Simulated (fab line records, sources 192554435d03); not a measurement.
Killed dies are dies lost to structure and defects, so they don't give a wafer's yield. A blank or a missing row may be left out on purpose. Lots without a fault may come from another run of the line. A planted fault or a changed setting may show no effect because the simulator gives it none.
A struck lot beside a sound one | flow n5_finfet | 15 steps out of a route of 1938
Sound: wafers L456.1, L456.4, L456.5. Struck: wafer L463.6. (L463.5 of the same lot was not struck and is left out.) The cause comes at the end.
At each step with rows: each side's tool, then ch and its chambers, then its first start. Under that, the readings that differ: sound wafers | struck wafers | difference of the means | sigmas: that difference in standard deviations of wafers without a fault.
alike: readings whose means differ by less than 2 such deviations, and words and numbers that are the same on both sides. not compared: withheld readings, readings that some wafer has no value for, bounds like >300 that may hide the same value, and numbers for which the record gives no deviation and whose values overlap.
The two part at a step that has a row with sigmas, a row that says differs or no value, or rows on one side only. Numbers that don't overlap but have no deviation are shown without sigmas and don't part them. A reading that every wafer of one side lacks parts them only if that side has two wafers or more.

first, 8 steps without rows for these wafers: N5_BEOL_M5_COAT_60 (time 60 s, resist thk 12 nm); N5_BEOL_M5_COAT_71 (time 60 s, resist thk 5 nm); N5_BEOL_M5_COAT_05 (resist thk 30 nm); N5_BEOL_M5_EBR_07; N5_BEOL_M5_SOFTBAKE_06 (time 60 s); N5_BEOL_M5_EXPOSE_08 (exposes mask M5, target cd 28 nm); N5_BEOL_M5_PEB_09 (peb time 60 s); N5_BEOL_M5_DEVELOP_10 (develop time 30 s).
N5_BEOL_M5_CD_MEAS_11: target cd 27.74 nm.
  sound on cd_sem-03 ch 0, day 10 01:07; struck on cd_sem-03 ch 0, day 11 09:16
  alike: cd_nm
N5_BEOL_M5_OVL_MEAS_12:
  sound on overlay-02 ch 0, day 10 01:09; struck on overlay-01 ch 0, day 11 09:19
  alike: M5_OVL
N5_BEOL_M5_INSPECT_13: inspects for defects (brightfield).
  sound on defect_inspect-02, day 10 01:13; struck on defect_inspect-01, day 11 09:20
  alike: raw_defect_count
N5_BEOL_M5_DESCUM_16: chemistry O2, time 7 s.
  sound on rie_diel-03 ch 0,1,2, day 10 01:14; struck on rie_diel-03 ch 1, day 11 09:23
  alike: drypump_motor_current_A, oes_product_au, rf_vpp_V, showerhead_plenum_p_Torr, throttle_valve_pct
  not compared: rf_hours_counter_h
N5_BEOL_M5_ETCH_72: etches underlayer in N2/H2, target depth 6.5 nm, time 5.2 s.
  sound on rie_diel-03 ch 0,1,2, day 10 01:17; struck on rie_diel-03 ch 1, day 11 09:25
  reading               | sound          | struck | difference | sigmas
  etch_rf_on_time_s (s) | 5.28 5.50 5.06 | 7.68   | +2.40      | +16
  oes_product_au (a.u.) | 0.72 0.68 0.78 | 0.57   | -0.16      | -2
  alike: drypump_motor_current_A, n2_flow_sccm, rf_vpp_V, showerhead_plenum_p_Torr, throttle_valve_pct
  not compared: rf_hours_counter_h
N5_BEOL_M5_ETCH_61: etches SiARC in CF4, target depth 15.6 nm, time 26 s.
  sound on rie_diel-03 ch 0,1,2, day 10 01:17; struck on rie_diel-03 ch 1, day 11 09:26
  alike: drypump_motor_current_A, etch_rf_on_time_s, oes_product_au, rf_vpp_V, showerhead_plenum_p_Torr, throttle_valve_pct
  not compared: rf_hours_counter_h
-- the record jumps here: 5 days lie between the struck wafers' starts before and after (it left off in module BEOL_M5 and takes up again in module PASSIVATION, whose first step shown is number 1936 of the route) --
N5_PASSIVATION_PROBE_49:
  sound on prober-02, day 14 01:25; struck on prober-02, day 16 13:16
  reading             | sound    | struck | difference | sigmas
  killed_at_M0_to_M3  | 25 49 29 | 63     | +29        | +3
  killed_at_front_end | 49 58 44 | 24     | -26        | -3
  alike: defect_limited_yield, killed_at_M4_up, killed_at_contacts, killed_at_other, killed_dies, killed_open, killed_short, sort_bin_4_leakage, sort_bin_5_function, sort_bin_6_memory, sort_bin_8_speed, sort_n_pass, sort_yield_pct

WHERE THEY PART
First at N5_BEOL_M5_ETCH_72; last, within this record, at N5_PASSIVATION_PROBE_49.

WHY: what the simulator had put in
Process parameter drift: rie_diel-03, from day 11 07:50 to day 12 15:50, at N5_BEOL_M5_ETCH_72. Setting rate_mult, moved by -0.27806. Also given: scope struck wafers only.
